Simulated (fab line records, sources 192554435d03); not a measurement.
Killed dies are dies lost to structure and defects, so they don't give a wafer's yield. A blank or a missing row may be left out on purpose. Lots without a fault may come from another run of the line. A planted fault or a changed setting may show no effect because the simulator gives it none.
fab line records | flow n5_finfet
record lots=12 wafers=35 last_day=19
route steps=1938 shown SDB@376 DUMMY_REMOVAL@378 HKMG_FIN@389 PASSIVATION@1936
lots that met no fault: from a run of the same line without faults
start_h: hours from the record's first day to the start of the lot's first wafer shown | wait_h: hours since the lot's step before | " the same as in the row above | L1.1+2: a row that stands for several wafers | - no value, or no start given | * or withheld: withheld | < > ~ a bound
route shown NAME@n: a module of which the file shows steps, and the number in the route of the first | usual: mean/standard deviation of fault-free wafers | same: alike in all rows | chamber/n: place in a boat | sites: the reading at each site | _std_site: their standard deviation | _edge_site: outer sites' mean less inner sites' | radius_mm: how far each site lies from the wafer's centre | mask NAME#n: copy n | behind: the tool/chamber that last shaped the wafer | hold: why the lot was held/for how many hours/how that ended | device: the transistor (n, p or np) that didn't switch | end of line: the same wafers' tests at the end of the route | a step without rows: its recipe alone | killed: dies lost to structure and defects at the first sort, not the wafer's yield | map: a wafer's dies, x killed, . not, _ none there
set.NAME: the setting as run; set.NAME@STEP: as run at that earlier step | model.NAME: the simulator's own value behind a step, which no gauge read
steps of the route over a sample of lots; a table a step, a row a wafer
services: from which hour (start_h, from the record's first day; less than 0 if before it) a tool's chamber was out of use, for how many hours, and why
## steps
# step N5_SDB_INSPECT_36
# recipe inspect_instrument=darkfield mode=post_cmp
# usual raw_defect_count=35/17
# columns lot.wafer tool chamber start_h wait_h raw_defect_count
L388.1 defect_inspect-01 - 73.09 0.0 19
L388.3 " - " " 18
L389.1 defect_inspect-01 - 78.30 0.0 48
L389.2 " - " " 15
L389.5 " - " " 34
L390.1 defect_inspect-02 - 86.21 0.0 31
L390.2 " - " " 19
L390.5 " - " " 46
L393.2 defect_inspect-01 - 99.81 0.0 27
L393.3 " - " " 37
L393.6 " - " " 19
L397.1 defect_inspect-02 - 124.33 0.0 38
L397.4 " - " " 26
L397.6 " - " " 20
L398.4 defect_inspect-02 - 131.34 0.0 28
L398.5 " - " " 40
L398.6 " - " " 25
L401.4 defect_inspect-01 - 149.65 0.0 45
L401.5 " - " " 29
L401.6 " - " " 52
L402.1 defect_inspect-01 - 153.86 0.0 43
L402.3 " - " " 32
L402.5 " - " " 46
L403.1 defect_inspect-01 - 159.59 0.0 39
L403.5 " - " " 40
L403.6 " - " " 37
L404.1 defect_inspect-01 - 166.43 0.0 36
L404.2 " - " " 35
L404.5 " - " " 45
L409.2 defect_inspect-01 - 203.85 0.0 51
L409.3 " - " " 26
L409.6 " - " " 34
L410.2 defect_inspect-01 - 204.86 0.0 42
L410.5 " - " " 39
L410.6 " - " " 63
# step N5_DUMMY_REMOVAL_STRIP_10
# recipe chemistry=N2/H2 time_s=40 power_w=100 temp_c=40 pressure_mtorr=100 rf_frequency_hz=6e+07 bias_power_w=3 n2_flow_sccm=300 h2_flow_sccm=300
# usual drypump_motor_current_A=5.5/0.48 oes_product_au=0.78/0.068 rf_vpp_V=45.4/0.85 showerhead_plenum_p_Torr=3.41/0.075 throttle_valve_pct=12.27/0.2
# columns lot.wafer tool chamber start_h wait_h drypump_motor_current_A oes_product_au rf_hours_counter_h rf_vpp_V showerhead_plenum_p_Torr throttle_valve_pct
L388.1 rie_diel-04 1 73.16 0.0 6.1 0.77 130 47.2 3.53 12.19
L388.3 " 0 " " 5.1 0.83 58 43.5 3.41 11.98
L389.1 rie_diel-06 1 78.38 0.0 5.5 0.77 143 44.8 3.51 12.37
L389.2 " 3 " " 6.3 0.70 232 45.5 3.35 12.56
L389.5 " 1 " " 5.5 0.77 - 46.3 3.51 12.35
L390.1 rie_diel-06 1 86.38 0.0 5.6 0.77 145 45.9 3.51 12.33
L390.2 " 3 " " 6.3 0.69 235 46.0 3.35 12.57
L390.5 " 2 " " 5.8 0.77 - 45.5 3.38 12.44
L393.2 rie_diel-04 3 99.88 0.0 5.3 0.87 33 44.2 3.44 11.99
L393.3 " 1 " " 6.1 0.76 138 45.7 3.52 12.19
L393.6 " 0 " " 5.1 0.82 - 44.8 3.41 11.99
L397.1 rie_diel-06 0 124.40 0.0 4.9 0.71 214 46.0 3.35 12.13
L397.4 " 2 " " 5.8 0.76 145 44.8 3.37 12.47
L397.6 " 0 " " 4.9 0.70 - 44.8 3.35 12.11
L398.4 rie_diel-02 0 131.44 0.0 5.3 0.73 - 45.5 3.36 12.61
L398.5 " 3 " " 4.9 0.76 - 46.2 3.54 12.15
L398.6 " 1 " " 5.7 0.79 - 45.7 3.40 12.21
L401.4 rie_diel-06 0 149.76 0.0 4.9 0.70 - 43.7 3.35 12.15
L401.5 " 1 " " 5.5 0.75 - 45.4 3.50 12.39
L401.6 " 2 " " 5.8 0.75 - 45.7 3.37 12.47
L402.1 rie_diel-06 0 153.93 0.0 4.9 0.69 223 46.4 3.35 12.16
L402.3 " 1 " " 5.5 0.75 166 46.0 3.50 12.40
L402.5 " 2 " " 5.8 0.77 - 45.1 3.37 12.49
L403.1 rie_diel-04 3 159.66 0.0 5.3 0.86 44 45.7 3.43 12.04
L403.5 " 1 " " 6.1 0.75 - 43.5 3.51 12.24
L403.6 " 0 " " 5.2 0.81 - 44.8 3.40 12.05
L404.1 rie_diel-02 3 166.63 0.0 5.0 0.74 164 44.4 3.53 12.19
L404.2 " 0 " " 5.3 0.72 201 45.7 3.36 12.64
L404.5 " 2 " " 6.4 0.99 - 45.4 3.45 11.94
L409.2 rie_diel-04 2 203.92 0.0 5.0 0.85 78 45.0 3.26 12.22
L409.3 " 3 " " 5.3 0.83 58 45.0 3.43 12.07
L409.6 " 0 " " 5.1 0.80 - 45.1 3.39 12.10
L410.2 rie_diel-06 1 204.97 0.0 5.5 0.74 180 45.4 3.49 12.43
L410.5 " 2 " " 5.8 0.76 - 44.5 3.36 12.55
L410.6 " 1 " " 5.5 0.74 - 44.3 3.49 12.43
# step N5_HKMG_FIN_ALD_75
# recipe material=Al2O3 target_thk_a=10 temp_c=150 ald_precursor_family=TMA ald_co_reactant=H2O pulse_time_s=withheld co_reactant_pulse_time_s=1
# usual heater_power_w=148/16 precursor_pulse_height_rel=0.999/0.022
# columns lot.wafer tool chamber start_h wait_h heater_power_w precursor_pulse_height_rel
L388.1 ald_hk-03 3 74.25 0.0 116 0.991
L388.3 " 1 " " 151 0.968
L389.1 ald_hk-02 2 79.42 0.0 152 1.010
L389.2 " 3 " " 160 0.994
L389.5 " 0 " " 142 1.031
L390.1 ald_hk-01 0 87.39 0.0 149 1.015
L390.2 " 3 " " 182 0.988
L390.5 " 1 " " 181 0.993
L393.2 ald_hk-03 0 100.97 0.0 163 0.975
L393.3 " 2 " " 137 1.024
L393.6 " 2 " " 135 0.994
L397.1 ald_hk-03 1 125.53 0.0 152 0.993
L397.4 " 3 " " 119 0.980
L397.6 " 2 " " 137 1.011
L398.4 ald_hk-02 1 132.69 0.0 143 1.011
L398.5 " 3 " " 158 1.008
L398.6 " 0 " " 144 1.027
L401.4 ald_hk-03 3 150.96 0.0 122 1.028
L401.5 " 2 " " 136 1.022
L401.6 " 1 " " 149 0.985
L402.1 ald_hk-02 0 155.04 0.0 144 0.971
L402.3 " 3 " " 161 0.996
L402.5 " 3 " " 159 1.025
L403.1 ald_hk-02 3 161.16 0.0 161 0.998
L403.5 " 3 " " 157 1.000
L403.6 " 2 " " 152 1.028
L404.1 ald_hk-02 2 167.76 0.0 149 1.012
L404.2 " 0 " " 137 0.977
L404.5 " 2 " " 152 1.007
L409.2 ald_hk-03 0 204.93 0.0 167 0.983
L409.3 " 3 " " 120 0.981
L409.6 " 2 " " 136 0.999
L410.2 ald_hk-03 1 206.15 0.0 154 0.992
L410.5 " 1 " " 147 0.987
L410.6 " 2 " " 133 1.019
# step N5_HKMG_FIN_EXPOSE_09
# recipe mask_id=NWFM na=1.35 source_shape=conventional sigma_outer=0.8 polarization=unpolarized dose_mj=39.25
# usual exposure_dose_mJ_cm2=39.23/0.04 stage_vel_mm_s=500.08/0.25
# columns lot.wafer tool chamber start_h wait_h mask exposure_dose_mJ_cm2 stage_vel_mm_s
L388.1 arfi_scanner-02 0 78.15 - NWFM#0 39.29 499.89
L388.3 " 0 " " NWFM#0 39.21 500.18
L389.1 arfi_scanner-02 0 83.71 - NWFM#0 39.24 500.01
L389.2 " 0 " " NWFM#0 39.25 500.12
L389.5 " 0 " " NWFM#0 39.19 499.98
L390.1 arfi_scanner-01 0 91.10 - NWFM#0 39.22 500.60
L390.2 " 0 " " NWFM#0 39.25 500.15
L390.5 " 0 " " NWFM#0 39.29 500.15
L393.2 arfi_scanner-03 0 104.56 - NWFM#0 39.22 500.32
L393.3 " 0 " " NWFM#0 39.21 500.25
L393.6 " 0 " " NWFM#0 39.20 500.29
L397.1 arfi_scanner-02 0 129.37 - NWFM#0 41.01 500.05
L397.4 " 0 " " NWFM#0 41.03 499.99
L397.6 " 0 " " NWFM#0 41.01 500.43
L398.4 arfi_scanner-02 0 136.39 - NWFM#0 40.66 499.97
L398.5 " 0 " " NWFM#0 40.61 500.02
L398.6 " 0 " " NWFM#0 40.61 500.17
L401.4 arfi_scanner-03 0 155.82 - NWFM#0 39.25 500.09
L401.5 " 0 " " NWFM#0 39.27 500.18
L401.6 " 0 " " NWFM#0 39.25 500.15
L402.1 arfi_scanner-03 0 159.76 - NWFM#0 39.29 499.95
L402.3 " 0 " " NWFM#0 39.22 499.98
L402.5 " 0 " " NWFM#0 39.25 499.81
L403.1 arfi_scanner-03 0 165.64 - NWFM#0 39.29 500.52
L403.5 " 0 " " NWFM#0 39.25 500.52
L403.6 " 0 " " NWFM#0 39.25 500.23
L404.1 arfi_scanner-03 0 171.64 - NWFM#0 39.24 500.06
L404.2 " 0 " " NWFM#0 39.21 500.14
L404.5 " 0 " " NWFM#0 39.20 500.23
L409.2 arfi_scanner-01 0 208.83 - NWFM#0 39.23 499.80
L409.3 " 0 " " NWFM#0 39.23 499.96
L409.6 " 0 " " NWFM#0 39.22 499.85
L410.2 arfi_scanner-03 0 209.79 - NWFM#0 39.20 500.09
L410.5 " 0 " " NWFM#0 39.19 499.96
L410.6 " 0 " " NWFM#0 39.24 499.70
# step N5_PASSIVATION_PROBE_49
# usual killed_at_M0_to_M3=33/9.9 killed_at_M4_up=14/6.4 killed_at_contacts=12/7 killed_at_front_end=41/13 killed_at_other=3.1/2.9 killed_dies=103/20 killed_open=67/14 killed_short=34/9.4
# same gross_dies=1180 killed_at_back_side=0
# columns lot.wafer tool chamber start_h wait_h killed_at_M0_to_M3 killed_at_M4_up killed_at_contacts killed_at_front_end killed_at_other killed_dies killed_open killed_short
L398.5 prober-02 - 325.02 0.2 45 8 19 37 12 121 76 39
L403.1 prober-01 - 362.31 0.0 19 20 12 39 2 92 61 31
L403.5 prober-01 - 362.51 0.2 25 12 6 51 5 99 60 39
L403.6 prober-01 - 362.56 0.3 14 23 10 33 5 85 59 26
L402.1 prober-01 - 362.88 0.0 39 8 26 44 5 122 71 51
L402.3 prober-01 - 362.98 0.1 48 12 7 53 2 122 77 44
L402.5 prober-01 - 363.08 0.2 53 14 29 43 4 143 91 49
# killed by level:class
L398.5 MOL_CONTACT_COAG:geometric_particle:open=17 BEOL_M0_SAQP:geometric_particle:open=10 FIN_SAQP:geometric_particle:short=9 BEOL_M1:geometric_particle:open=9 BEOL_M2:geometric_particle:open=8 BEOL_M0_SAQP:geometric_particle:short=6 PASS1_DEP:geometric_particle:open=6 HKMG_FIN:area_etch=6
L403.1 FIN_SAQP:geometric_particle:open=10 MOL_CONTACT_COAG:geometric_particle:open=9 FIN_SAQP:geometric_particle:short=8 BEOL_M1:geometric_particle:open=8 DUMMY_GATE:geometric_particle:open=5 GATE_CUT:geometric_particle:short=5 BEOL_M7:geometric_particle:open=4 BEOL_M0_SAQP:geometric_particle:open=4
L403.5 FIN_SAQP:geometric_particle:short=13 FIN_SAQP:geometric_particle:open=11 STI_FIN_REVEAL:geometric_particle:open=11 BEOL_M0_SAQP:geometric_particle:short=5 BEOL_M0_SAQP:geometric_particle:open=5 BEOL_M3:geometric_particle:open=5 BEOL_M5:geometric_particle:open=5 GATE_CUT:geometric_particle:short=4
L403.6 MOL_CONTACT_COAG:geometric_particle:open=10 BEOL_M4:geometric_particle:open=7 FIN_SAQP:geometric_particle:short=6 STI_FIN_REVEAL:geometric_particle:open=6 BEOL_M0_SAQP:geometric_particle:open=5 BEOL_M0_SAQP:geometric_particle:short=5 BEOL_M5:geometric_particle:open=5 GATE_CUT:geometric_particle:short=4
L402.1 MOL_CONTACT_COAG:geometric_particle:open=19 BEOL_M0_SAQP:geometric_particle:short=14 FIN_SAQP:geometric_particle:short=9 STI_FIN_REVEAL:geometric_particle:open=8 BEOL_M0_SAQP:geometric_particle:open=8 FIN_SAQP:geometric_particle:open=7 MOL_CONTACT_COAG:geometric_particle:short=7 BEOL_M3:geometric_particle:open=6
L402.3 BEOL_M3:geometric_particle:open=16 FIN_SAQP:geometric_particle:short=15 STI_FIN_REVEAL:geometric_particle:open=11 FIN_SAQP:geometric_particle:open=9 GATE_CUT:geometric_particle:short=9 BEOL_M0_SAQP:geometric_particle:short=8 BEOL_M4:geometric_particle:open=8 MOL_CONTACT_COAG:geometric_particle:open=7
L402.5 MOL_CONTACT_COAG:geometric_particle:open=24 BEOL_M3:geometric_particle:open=12 BEOL_M2:geometric_particle:open=11 FIN_SAQP:geometric_particle:open=10 FIN_SAQP:geometric_particle:short=9 STI_FIN_REVEAL:geometric_particle:open=9 GATE_CUT:geometric_particle:short=7 BEOL_M0_SAQP:geometric_particle:short=7
## services
# columns tool chamber start_h hours kind
ald_hk-02 - 62.40 8.7 pm
arfi_scanner-03 - 66.68 0.4 repair
rie_diel-04 2 77.28 6.0 repair
arfi_scanner-01 - 78.91 1.0 pm
arfi_scanner-02 - 106.76 1.3 pm
arfi_scanner-03 - 108.87 1.3 pm
arfi_scanner-01 - 119.02 0.8 pm
arfi_scanner-01 - 128.20 5.0 repair
rie_diel-04 3 133.61 22.5 repair
rie_diel-06 2 136.40 2.6 repair
arfi_scanner-02 - 141.80 0.8 pm
arfi_scanner-02 - 148.22 3.9 pm
arfi_scanner-01 - 155.11 2.6 repair
ald_hk-03 - 155.29 0.4 repair
arfi_scanner-03 - 163.11 1.0 pm
arfi_scanner-01 - 165.48 1.3 pm
arfi_scanner-03 - 169.59 0.7 repair
arfi_scanner-02 - 173.52 1.0 pm
rie_diel-06 - 177.84 0.6 repair
arfi_scanner-03 - 178.38 4.5 repair
rie_diel-04 0 185.19 4.0 repair
arfi_scanner-01 - 187.19 4.9 pm
arfi_scanner-03 - 194.59 0.8 pm
arfi_scanner-01 - 209.21 10.0 repair
## key
first_sign step=N5_HKMG_FIN_EXPOSE_09 reading=exposure_dose_mJ_cm2 direction=up sigmas=40 usual=39.23 struck=40.82
effect none on later readings
met_at N5_HKMG_FIN_EXPOSE_09
struck_lots L397,L398
tester_left_out L397,L398
loop_trim step=N5_HKMG_FIN_EXPOSE_09 setting=dose lots=L398
not_acting_at N5_SDB_INSPECT_36,N5_DUMMY_REMOVAL_STRIP_10,N5_HKMG_FIN_ALD_75
onset_between 83.71 129.37
fault kind=process_parameter_drift tool=arfi_scanner-02 chamber=- onset_h=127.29 steps=N5_HKMG_FIN_EXPOSE_09 channel=dose_mj offset=1.7488 shape=step acts_in=these_recipes_only stated=39.25
# tester_left_out: of these lots the tester's yield and bins aren't shown, on N5 and GAA mostly nor the transistor test; their killed dies are dies lost to structure and defects alone, not to doping, threshold or leakage, so they don't give the yield
# loop_trim: a control loop set the setting to another value than it would have without faults
